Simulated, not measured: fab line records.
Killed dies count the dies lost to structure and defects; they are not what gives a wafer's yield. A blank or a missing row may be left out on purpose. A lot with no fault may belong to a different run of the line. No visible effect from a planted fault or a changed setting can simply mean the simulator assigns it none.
Chamber matching + flow nand-harc + NHARC_A_WL_FILL_ALD_00 on ald-hk-02: 4 sister chambers
The step deposits Al2O3, target thk 3 nm, pulse time 3 s, ald cycles 30. 4 wafers are shown with their chamber, then 7 later ones without.

WAFERS PAIRED WITH THEIR CHAMBERS
| wafer  | chamber | heater-power-w (W) |
|--------|---------|--------------------|
| L257.1 | 1       | 481                |
| L257.5 | 3       | 477                |
| L261.2 | 0       | 527                |
| L261.4 | 2       | 450                |

WAFERS MISSING THEIR CHAMBER
| wafer  | heater-power-w (W) |
|--------|--------------------|
| L261.6 | 491                |
| L264.2 | 532                |
| L264.3 | 479                |
| L264.5 | 466                |
| L267.2 | 485                |
| L267.3 | 534                |
| L267.6 | 457                |

THE CHAMBER EACH PASSED THROUGH
| wafer  | from the rows above          | in truth |
|--------|------------------------------|----------|
| L261.6 | can't be placed: 1 or 3      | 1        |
| L264.2 | 0                            | 0        |
| L264.3 | can't be placed: 1 or 3      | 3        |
| L264.5 | can't be placed: 3 or 1 or 2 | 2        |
| L267.2 | can't be placed: 1 or 3      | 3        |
| L267.3 | 0                            | 0        |
| L267.6 | can't be placed: 2 or 3      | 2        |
Placed correctly: 2 of 7. From these rows, 5 cannot be placed; in 5 the true chamber is one of the candidates. Wrongly placed: 0.
How it was worked out, from the rows above alone: a wafer's distance from a chamber is the root of the sum, over the readings, of the square of ((its reading less the chamber's mean) divided by the reading's scatter). If the next closest chamber is less than 2 further off than the closest, the wafer can't be placed; otherwise it belongs to the closest. Each chamber's mean is taken over the wafers shown for it. The scatter: root of mean squared gap, hidden wafer to nearest shown wafer, with one shown wafer a chamber.
